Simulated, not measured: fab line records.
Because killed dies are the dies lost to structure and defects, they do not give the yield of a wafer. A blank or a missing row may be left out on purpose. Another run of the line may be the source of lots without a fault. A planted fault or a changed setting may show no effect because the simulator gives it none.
fab line records	flow n5Finfet	part 1 of 2: steps 1 to 4 of 6
record: lots: 21	wafers: 63	lastDay: 17
route steps=1938 shown BEOL_M0_SAQP@698 BEOL_M0@715 BEOL_M1@774
lots that met no fault: taken from a fault-free run of the same line
startH: the number of hours between the record's first day and the start of the first shown wafer of the lot	waitH: hours from the lot's prior step to this one	" identical to the entry in the row above	L1.1+2: one row covering several wafers at once	- either no value or no given start	* or withheld: withheld	< > ~ a bound
route shown NAME@n: NAME is a module with steps in the file, n the number in the route of the first one	usual: average and standard deviation across the fault-free wafers	same: alike in all rows	chamber/n: place in a boat	sites: per-site readings	_std_site: the values' standard deviation	_edge_site: outer sites' mean less inner sites'	radiusMm: how far each site lies from the wafer's centre	mask NAME#n: copy n	behind: the last tool/chamber to shape the wafer	hold: cause of the lot's hold/its duration in hours/its outcome	device: the transistor (n, p or np) that didn't switch	end of line: tests of these same wafers at the route's end	a step given without rows: its recipe and nothing more	killed: the dies lost at the first sort to structure and to defects; this is not the yield of the wafer	map: the dies of a wafer, with x for killed, . for not killed, _ for no die there
set.NAME: setting as actually run; set.NAME@STEP: the setting as run at that earlier step	model.NAME: the simulator's own value behind a step, which no gauge read
one table for each step of the route and one row for each wafer, over a sample of lots
services: a tool's chamber out of use, with start hour (startH, from the record's first day; less than 0 if before it), hours out, and reason
== steps ==
step: N5_BEOL_M0_SAQP_ALD_48
recipe: material: SiO2	targetThkA: 200	tempC: 100	aldPrecursorFamily: BDEAS	aldCoReactant: O2-plasma	pulseTimeS: 1	coReactantPulseTimeS: 1	purgeTimeS: 2	coReactantPurgeTimeS: 2	aldCycles: 139	pressureTorr: 2
usual: heaterPowerW: 82/7.2	precursorPulseHeightRel: 0.998/0.018
lot.wafer	tool	chamber	startH	waitH	heaterPowerW	precursorPulseHeightRel
L074.2	aldSin-02	3	112.58	0.3	72	0.988
L074.3	"	1	"	"	86	0.990
L074.5	"	3	"	"	73	0.993
L075.2	aldSin-02	1	124.16	0.0	87	1.005
L075.4	"	2	"	"	68	1.001
L075.6	"	2	"	"	69	0.973
L076.3	aldSin-03	0	128.07	0.0	83	0.982
L076.4	"	3	"	"	95	0.994
L076.6	"	1	"	"	87	0.986
L077.1	aldSin-02	1	131.82	0.0	87	1.026
L077.2	"	3	"	"	73	1.003
L077.3	"	2	"	"	73	1.007
L079.1	aldSin-03	1	141.00	0.0	84	1.010
L079.3	"	2	"	"	82	1.009
L079.5	"	2	"	"	83	1.040
L080.4	aldSin-02	1	148.30	0.0	85	1.005
L080.5	"	3	"	"	73	1.016
L080.6	"	2	"	"	72	0.969
L081.2	aldSin-04	2	157.52	0.0	81	0.980
L081.3	"	1	"	"	76	1.014
L081.4	"	3	"	"	77	1.008
L083.1	aldSin-04	0	167.21	0.0	87	0.991
L083.4	"	1	"	"	76	0.979
L083.5	"	0	"	"	87	0.960
L084.2	aldSin-04	2	171.08	0.0	79	0.969
L084.3	"	0	"	"	87	1.011
L084.6	"	3	"	"	80	1.006
L085.3	aldSin-03	0	182.26	0.0	87	0.976
L085.5	"	1	"	"	87	1.005
L085.6	"	0	"	"	84	1.033
L086.2	aldSin-03	1	192.46	0.2	86	0.990
L086.3	"	0	"	"	85	0.968
L086.6	"	0	"	"	86	1.005
L087.1	aldSin-02	3	192.57	0.0	73	0.995
L087.2	"	1	"	"	89	1.016
L087.5	"	0	"	"	79	1.021
L088.1	aldSin-03	3	199.40	0.1	97	0.980
L088.5	"	3	"	"	92	1.007
L088.6	"	2	"	"	83	0.974
L089.1	aldSin-02	2	205.36	0.0	66	1.014
L089.2	"	0	"	"	78	0.986
L089.6	"	1	"	"	91	0.993
L090.1	aldSin-03	3	209.03	0.0	95	0.995
L090.4	"	0	"	"	84	1.022
L090.5	"	0	"	"	85	1.003
L091.1	aldSin-03	3	215.09	0.0	95	1.012
L091.4	"	0	"	"	85	0.958
L091.5	"	2	"	"	82	0.956
L092.2	aldSin-04	3	219.38	0.0	78	1.000
L092.3	"	0	"	"	86	1.001
L092.6	"	0	"	"	85	1.017
L093.2	aldSin-03	0	226.88	0.0	88	1.002
L093.5	"	2	"	"	82	1.034
L093.6	"	1	"	"	86	1.023
L094.2	aldSin-04	3	232.81	0.0	78	1.006
L094.3	"	0	"	"	87	1.003
L094.4	"	2	"	"	79	1.021
L095.3	aldSin-02	1	242.73	0.2	92	0.990
L095.5	"	1	"	"	90	1.008
L095.6	"	0	"	"	77	0.998
L097.2	aldSin-03	2	256.99	0.4	82	1.007
L097.4	"	3	"	"	97	0.997
L097.5	"	1	"	"	87	0.984
step: N5_BEOL_M0_SAQP_ETCH_49
recipe: chemistry: CF4/O2	targetDepthA: 370	target: SiO2	pressureMtorr: 40	sourceW: 535	biasW: 49	Ar_flow_sccm: 100	cf4FlowSccm: 100	O2_flow_sccm: 10	ionEnergyEv: 100
usual: biasW: 49.00/0.13	drypumpMotorCurrentA: 5.7/0.4	oesProductAu: 0.80/0.092	rfVppV: 241/5.3	showerheadPlenumPTorr: 2.20/0.078	throttleValvePct: 15.82/0.24
lot.wafer	tool	chamber	startH	waitH	biasW	drypumpMotorCurrentA	oesProductAu	rfHoursCounterH	rfVppV	showerheadPlenumPTorr	throttleValvePct
L074.2	rieDiel-04	2	113.11	0.3	49.28	5.0	0.76	155	237	2.11	15.79
L074.3	"	0	"	"	49.25	6.3	0.89	24	235	2.15	15.87
L074.5	"	1	"	"	48.94	5.0	0.68	-	246	2.17	15.92
L075.2	rieDiel-03	0	124.69	0.3	49.22	5.8	0.74	153	239	2.29	16.22
L075.4	"	2	"	"	48.85	5.9	0.72	197	246	2.10	15.82
L075.6	"	2	"	"	48.88	5.9	0.72	-	245	2.10	15.86
L076.3	rieDiel-03	0	128.60	0.3	48.80	5.7	0.74	154	237	2.29	16.20
L076.4	"	1	"	"	48.93	4.9	0.68	246	238	2.26	16.12
L076.6	"	3	"	"	49.18	5.9	0.97	-	248	2.26	15.66
L077.1	rieDiel-05	3	132.52	0.5	49.26	5.4	0.85	65	232	2.22	15.82
L077.2	"	2	"	"	49.01	5.8	0.76	125	241	2.21	15.94
L077.3	"	1	"	"	48.84	5.5	0.76	152	247	2.10	15.61
L079.1	rieDiel-03	3	141.53	0.3	48.99	5.9	0.95	6	248	2.26	15.67
L079.3	"	1	"	"	48.90	4.9	0.68	249	240	2.26	16.11
L079.5	"	1	"	"	49.07	4.9	0.68	-	238	2.26	16.11
L080.4	rieDiel-03	3	148.87	0.3	49.15	5.9	0.94	-	249	2.26	15.69
L080.5	"	0	"	"	49.03	5.8	0.74	-	237	2.29	16.24
L080.6	"	2	"	"	48.94	6.0	0.72	-	245	2.10	15.85
L081.2	rieDiel-03	3	158.04	0.3	48.85	5.9	0.93	13	247	2.26	15.69
L081.3	"	2	"	"	49.04	6.0	0.71	209	246	2.10	15.87
L081.4	"	2	"	"	49.01	6.0	0.72	-	245	2.10	15.85
L083.1	rieDiel-03	2	167.73	0.3	48.75	6.0	0.72	211	246	2.10	15.87
L083.4	"	0	"	"	49.13	5.8	0.72	-	236	2.29	16.25
L083.5	"	3	"	"	48.93	5.9	0.92	-	248	2.26	15.71
L084.2	rieDiel-04	3	171.97	0.6	49.01	5.4	0.87	32	244	2.35	15.38
L084.3	"	1	"	"	49.05	5.0	0.67	232	247	2.16	15.97
L084.6	"	1	"	"	49.15	5.0	0.68	-	248	2.16	15.98
L085.3	rieDiel-05	3	182.78	0.3	48.97	5.4	0.82	79	233	2.22	15.86
L085.5	"	2	"	"	48.79	5.7	0.75	-	242	2.21	15.97
L085.6	"	3	"	"	48.92	5.4	0.82	-	231	2.22	15.86
L086.2	rieDiel-05	2	192.98	0.3	48.95	5.8	0.76	143	242	2.21	15.98
L086.3	"	3	"	"	48.88	5.4	0.83	82	233	2.22	15.86
L086.6	"	3	"	"	49.05	5.4	0.82	-	233	2.22	15.87
L087.1	rieDiel-03	3	193.10	0.3	49.19	5.9	0.90	27	248	2.26	15.72
L087.2	"	0	"	"	48.94	5.7	0.72	178	238	2.28	16.27
L087.5	"	2	"	"	48.73	6.0	0.70	-	247	2.10	15.89
L088.1	rieDiel-03	0	200.15	0.5	48.93	5.8	0.71	180	237	2.28	16.27
L088.5	"	2	"	"	49.02	6.0	0.70	-	247	2.10	15.88
L088.6	"	3	"	"	49.16	5.9	0.89	-	249	2.26	15.70
L089.1	rieDiel-04	1	205.89	0.3	48.76	5.1	0.66	243	247	2.16	15.98
L089.2	"	2	"	"	49.12	5.0	0.73	183	236	2.10	15.83
L089.6	"	0	"	"	49.36	6.3	0.84	-	237	2.14	15.92
L090.1	rieDiel-03	0	209.58	0.3	49.04	5.8	0.70	183	236	2.28	16.29
L090.4	"	1	"	"	49.22	4.9	0.95	13	239	2.26	15.66
L090.5	"	0	"	"	48.86	5.8	0.71	-	236	2.28	16.28
L091.1	rieDiel-05	3	215.68	0.3	49.08	5.4	0.81	88	231	2.21	15.86
L091.4	"	2	"	"	49.00	5.8	0.74	150	242	2.20	15.98
L091.5	"	3	"	"	48.98	5.4	0.83	-	232	2.21	15.87
L092.2	rieDiel-05	0	219.91	0.3	48.91	6.1	0.90	38	241	2.16	15.39
L092.3	"	1	"	"	49.01	5.5	0.73	177	247	2.10	15.63
L092.6	"	3	"	"	48.86	5.4	0.80	-	232	2.21	15.88
L093.2	rieDiel-05	3	227.41	0.3	48.88	5.4	0.81	91	231	2.21	15.87
L093.5	"	1	"	"	48.93	5.5	0.73	-	246	2.09	15.65
L093.6	"	2	"	"	48.95	5.8	0.73	-	242	2.20	16.00
L094.2	rieDiel-04	2	233.33	0.3	48.93	5.0	0.73	191	236	2.10	15.85
L094.3	"	3	"	"	49.11	5.4	0.85	50	245	2.34	15.41
L094.4	"	2	"	"	49.14	5.0	0.73	-	237	2.10	15.84
L095.3	rieDiel-05	2	243.26	0.3	49.17	5.8	0.73	156	241	2.20	16.01
L095.5	"	2	"	"	49.09	5.8	0.73	-	242	2.20	16.01
L095.6	"	1	"	"	49.15	5.5	0.73	-	246	2.09	15.66
L097.2	rieDiel-04	2	257.85	0.6	49.15	5.0	0.72	198	237	2.10	15.87
L097.4	"	1	"	"	48.60	5.0	0.93	4	246	2.16	15.50
L097.5	"	3	"	"	49.04	5.4	0.83	-	245	2.34	15.42
step: N5_BEOL_M0_ETCH_138
recipe: chemistry: CH3F/O2	targetDepthA: 120	target: SiCN	timeS: 31.6	ionEnergyEv: 120	pressureMtorr: 30	sourceW: 395	biasW: 75	Ar_flow_sccm: 150	CH3F_flow_sccm: 30	O2_flow_sccm: 20	ends: cleared
usual: biasW: 74.99/0.24	drypumpMotorCurrentA: 5.9/0.36	etchRfOnTimeS: 29.1/0.93	oesProductAu: 0.71/0.076	rfVppV: 297.9/1.4	showerheadPlenumPTorr: 2.03/0.059	throttleValvePct: 16.30/0.26
lot.wafer	tool	chamber	startH	waitH	biasW	drypumpMotorCurrentA	etchRfOnTimeS	oesProductAu	rfHoursCounterH	rfVppV	showerheadPlenumPTorr	throttleValvePct
L074.2	rieDiel-01	1	113.79	0.0	74.28	6.1	29.2	0.60	229	296.8	1.97	16.50
L074.3	"	2	"	"	74.75	5.9	29.4	0.61	206	298.4	2.07	16.48
L074.5	"	1	"	"	74.55	6.1	30.0	0.61	-	297.6	1.97	16.49
L075.2	rieDiel-06	2	125.51	0.0	75.15	5.7	29.2	0.78	23	295.0	1.96	16.11
L075.4	"	0	"	"	75.14	6.2	28.1	0.82	-	296.4	1.96	16.32
L075.6	"	3	"	"	75.07	5.4	28.8	0.60	-	296.8	1.99	16.57
L076.3	rieDiel-01	2	129.45	0.0	75.24	5.9	28.4	0.61	212	299.0	2.07	16.48
L076.4	"	3	"	"	75.31	5.3	29.5	0.80	9	301.3	2.14	16.37
L076.6	"	2	"	"	75.18	5.9	30.0	0.61	-	298.1	2.07	16.48
L077.1	rieDiel-01	1	133.18	0.0	74.84	6.1	30.8	0.60	236	296.2	1.97	16.48
L077.2	"	2	"	"	74.97	5.9	29.1	0.61	213	298.0	2.07	16.50
L077.3	"	0	"	"	75.12	6.0	28.8	0.75	32	299.7	2.11	16.06
L079.1	rieDiel-06	1	142.58	0.0	75.57	6.5	29.6	0.82	3	299.3	2.04	16.34
L079.3	"	3	"	"	74.81	5.4	29.7	0.59	192	297.0	1.98	16.60
L079.5	"	1	"	"	75.21	6.5	30.0	0.82	-	298.0	2.04	16.34
L080.4	rieDiel-06	3	150.12	0.0	75.07	5.4	29.6	0.60	194	296.3	1.98	16.60
L080.5	"	2	"	"	75.13	5.7	28.8	0.77	-	296.6	1.96	16.13
L080.6	"	1	"	"	74.93	6.5	28.5	0.81	-	298.4	2.04	16.37
L081.2	rieDiel-06	0	158.83	0.0	75.38	6.2	27.7	0.79	19	296.4	1.96	16.35
L081.3	"	1	"	"	74.78	6.5	29.5	0.80	9	298.6	2.04	16.34
L081.4	"	2	"	"	74.87	5.7	29.7	0.77	34	295.0	1.96	16.13
L083.1	rieDiel-02	1	168.55	0.0	75.07	5.5	28.2	0.63	203	298.7	2.08	16.75
L083.4	"	2	"	"	74.56	6.2	28.7	0.76	43	299.5	2.02	15.84
L083.5	"	2	"	"	75.00	6.1	27.9	0.76	-	298.1	2.02	15.84
L084.2	rieDiel-01	1	172.63	0.0	75.49	6.1	28.8	0.59	250	295.9	1.96	16.55
L084.3	"	3	"	"	74.97	5.3	28.4	0.77	22	299.7	2.13	16.39
L084.6	"	0	"	"	74.99	6.0	27.6	0.74	-	298.7	2.11	16.08
L085.3	rieDiel-02	0	183.57	0.0	74.75	6.0	29.7	0.72	62	297.9	2.03	16.08
L085.5	"	3	"	"	74.90	5.5	29.6	0.75	-	298.4	2.05	15.88
L085.6	"	0	"	"	75.06	6.0	28.8	0.72	-	298.9	2.03	16.09
L086.2	rieDiel-01	0	193.67	0.0	75.60	6.1	27.7	0.74	53	299.1	2.10	16.09
L086.3	"	2	"	"	75.12	5.9	29.7	0.59	236	298.2	2.06	16.53
L086.6	"	0	"	"	75.38	6.0	29.0	0.73	-	299.7	2.10	16.11
L087.1	rieDiel-06	1	193.89	0.0	74.87	6.5	29.2	0.76	24	298.5	2.04	16.38
L087.2	"	2	"	"	75.07	5.7	29.1	0.76	48	296.2	1.95	16.16
L087.5	"	3	"	"	75.24	5.4	31.2	0.58	-	295.3	1.98	16.64
L088.1	rieDiel-02	1	200.81	0.0	74.69	5.5	29.4	0.61	215	298.4	2.07	16.77
L088.5	"	0	"	"	74.71	6.0	30.0	0.71	-	297.1	2.02	16.08
L088.6	"	1	"	"	74.62	5.5	30.9	0.61	-	298.2	2.07	16.78
L089.1	rieDiel-02	0	206.55	0.0	74.72	6.0	30.0	0.71	70	296.5	2.02	16.09
L089.2	"	3	"	"	74.72	5.5	30.1	0.74	28	297.9	2.05	15.89
L089.6	"	0	"	"	74.97	6.0	30.4	0.71	-	297.1	2.02	16.09
L090.1	rieDiel-06	2	210.36	0.0	75.01	5.7	29.3	0.74	52	298.0	1.95	16.15
L090.4	"	3	"	"	74.83	5.4	30.5	0.58	216	297.8	1.97	16.64
L090.5	"	2	"	"	75.16	5.7	28.1	0.74	-	295.6	1.95	16.17
L091.1	rieDiel-01	2	216.71	0.0	74.72	5.9	28.7	0.58	243	298.7	2.06	16.54
L091.4	"	0	"	"	75.11	6.0	29.3	0.72	61	299.1	2.10	16.13
L091.5	"	2	"	"	75.39	5.9	30.5	0.59	-	298.6	2.06	16.55
L092.2	rieDiel-02	3	220.83	0.0	75.37	5.5	30.3	0.73	35	298.5	2.05	15.91
L092.3	"	1	"	"	75.09	5.5	28.6	0.60	223	298.2	2.07	16.79
L092.6	"	1	"	"	74.83	5.5	30.8	0.60	-	298.9	2.07	16.79
L093.2	rieDiel-01	0	228.07	0.0	74.63	6.1	28.0	0.71	67	299.1	2.10	16.14
L093.5	"	3	"	"	74.86	5.3	27.9	0.74	-	299.6	2.13	16.43
L093.6	"	1	"	"	74.85	6.0	29.8	0.79	-	297.3	1.96	16.08
L094.2	rieDiel-06	3	234.12	0.0	74.65	5.4	29.8	0.58	225	296.7	1.97	16.65
L094.3	"	1	"	"	74.89	6.5	28.7	0.76	35	297.6	2.03	16.40
L094.4	"	2	"	"	75.12	5.7	29.4	0.73	60	295.7	1.95	16.17
L095.3	rieDiel-01	0	244.13	0.0	74.97	6.0	28.6	0.70	72	300.4	2.10	16.14
L095.5	"	0	"	"	74.71	6.0	29.0	0.71	-	299.2	2.10	16.14
L095.6	"	1	"	"	74.84	6.1	30.0	0.77	-	296.8	1.96	16.08
L097.2	rieDiel-01	0	258.86	0.0	75.19	6.0	28.5	0.69	78	300.4	2.10	16.15
L097.4	"	0	"	"	75.14	6.0	29.5	0.70	-	300.1	2.09	16.15
L097.5	"	3	"	"	74.92	5.3	29.4	0.71	-	299.6	2.12	16.46
step: N5_BEOL_M0_STRIP_140
recipe: chemistry: CF4	resist: SiARC	powerW: 300	biasPowerW: 75	pressureMtorr: 50	cf4FlowSccm: 150	rfFrequencyHz: 6e+07
usual: drypumpMotorCurrentA: 5.8/0.34	oesProductAu: 0.81/0.082	rfVppV: 271.9/1.7	showerheadPlenumPTorr: 1.83/0.054	throttleValvePct: 13.54/0.29
lot.wafer	tool	chamber	startH	waitH	drypumpMotorCurrentA	oesProductAu	rfHoursCounterH	rfVppV	showerheadPlenumPTorr	throttleValvePct
L074.2	rieDiel-02	0	114.15	0.1	6.0	0.87	35	271.8	1.81	13.24
L074.3	"	1	"	"	5.5	0.73	183	274.5	1.86	14.00
L074.5	"	1	"	"	5.5	0.74	-	274.1	1.86	14.02
L075.2	rieDiel-02	0	126.30	0.4	6.0	0.87	40	271.7	1.81	13.22
L075.4	"	1	"	"	5.5	0.73	188	270.0	1.86	14.02
L075.6	"	1	"	"	5.5	0.73	-	275.5	1.86	14.03
L076.3	rieDiel-01	1	131.73	0.1	6.0	0.69	235	270.7	1.76	13.75
L076.4	"	0	"	"	6.0	0.86	32	272.5	1.91	13.41
L076.6	"	1	"	"	6.1	0.70	-	271.0	1.76	13.76
L077.1	rieDiel-01	3	134.97	0.3	5.3	0.90	10	273.2	1.92	13.58
L077.2	"	0	"	"	6.0	0.87	32	272.2	1.91	13.41
L077.3	"	1	"	"	6.1	0.70	236	270.4	1.76	13.75
L079.1	rieDiel-02	2	145.30	0.3	6.2	0.88	35	271.9	1.81	13.07
L079.3	"	1	"	"	5.5	0.73	194	271.6	1.86	14.04
L079.5	"	3	"	"	5.5	0.92	-	271.3	1.84	13.03
L080.4	rieDiel-01	2	151.70	0.1	5.9	0.70	220	271.6	1.83	13.70
L080.5	"	0	"	"	6.0	0.86	-	273.1	1.91	13.41
L080.6	"	3	"	"	5.3	0.89	-	270.7	1.92	13.62
L081.2	rieDiel-01	1	159.47	0.1	6.0	0.68	246	271.8	1.75	13.79
L081.3	"	0	"	"	6.0	0.86	42	274.1	1.91	13.44
L081.4	"	2	"	"	5.9	0.70	222	271.5	1.83	13.71
L083.1	rieDiel-06	3	170.07	0.1	5.4	0.69	201	269.2	1.79	13.95
L083.4	"	0	"	"	6.2	0.88	23	269.8	1.76	13.56
L083.5	"	2	"	"	5.7	0.87	-	268.5	1.76	13.35
L084.2	rieDiel-01	3	176.98	0.4	5.3	0.86	24	273.1	1.92	13.62
L084.3	"	2	"	"	5.9	0.70	228	273.8	1.83	13.75
L084.6	"	3	"	"	5.3	0.87	-	273.5	1.91	13.64
L085.3	rieDiel-06	0	186.96	0.5	6.2	0.87	31	268.4	1.76	13.57
L085.5	"	0	"	"	6.2	0.86	-	269.1	1.76	13.56
L085.6	"	3	"	"	5.4	0.68	-	270.3	1.78	13.95
L086.2	rieDiel-01	2	194.29	0.1	5.9	0.70	236	273.7	1.82	13.73
L086.3	"	1	"	"	6.1	0.98	0	272.3	1.75	13.21
L086.6	"	3	"	"	5.3	0.85	-	275.0	1.91	13.61
L087.1	rieDiel-02	3	194.45	0.1	5.5	0.87	25	271.4	1.83	13.10
L087.2	"	1	"	"	5.5	0.71	213	272.9	1.86	14.09
L087.5	"	2	"	"	6.2	0.86	-	271.8	1.81	13.11
L088.1	rieDiel-06	2	203.25	0.1	5.7	0.85	50	268.2	1.75	13.39
L088.5	"	0	"	"	6.2	0.87	-	270.2	1.76	13.58
L088.6	"	1	"	"	6.5	0.90	-	270.2	1.83	13.61
L089.1	rieDiel-01	1	207.31	0.4	6.0	0.94	5	269.4	1.75	13.20
L089.2	"	2	"	"	5.9	0.69	240	274.2	1.82	13.74
L089.6	"	3	"	"	5.3	0.85	-	272.2	1.91	13.64
L090.1	rieDiel-02	1	212.23	0.1	5.5	0.70	219	272.9	1.85	14.08
L090.4	"	3	"	"	5.5	0.86	31	272.3	1.83	13.11
L090.5	"	3	"	"	5.5	0.86	-	270.6	1.83	13.10
L091.1	rieDiel-02	1	218.89	0.1	5.5	0.70	221	271.5	1.85	14.09
L091.4	"	2	"	"	6.2	0.85	58	272.8	1.80	13.14
L091.5	"	2	"	"	6.2	0.86	-	274.6	1.80	13.14
L092.2	rieDiel-06	3	221.46	0.4	5.3	0.67	221	270.6	1.78	13.98
L092.3	"	0	"	"	6.2	0.85	41	269.3	1.76	13.61
L092.6	"	1	"	"	6.5	0.87	-	272.0	1.83	13.64
L093.2	rieDiel-01	1	229.38	0.1	6.1	0.91	15	269.0	1.75	13.23
L093.5	"	3	"	"	5.3	0.83	-	272.2	1.91	13.67
L093.6	"	0	"	"	6.0	0.83	-	272.1	1.90	13.50
L094.2	rieDiel-02	1	237.86	0.4	5.5	0.70	228	272.8	1.85	14.12
L094.3	"	2	"	"	6.2	0.84	64	271.1	1.80	13.15
L094.4	"	0	"	"	6.0	0.82	79	272.5	1.80	13.30
L095.3	rieDiel-02	0	247.57	0.3	6.0	0.81	83	273.6	1.80	13.33
L095.5	"	0	"	"	6.0	0.81	-	274.1	1.80	13.32
L095.6	"	3	"	"	5.5	0.83	-	272.1	1.83	13.13
L097.2	rieDiel-06	0	260.45	0.1	6.2	0.82	54	269.5	1.75	13.64
L097.4	"	1	"	"	6.6	0.85	45	271.8	1.82	13.66
L097.5	"	0	"	"	6.2	0.84	-	269.9	1.75	13.62
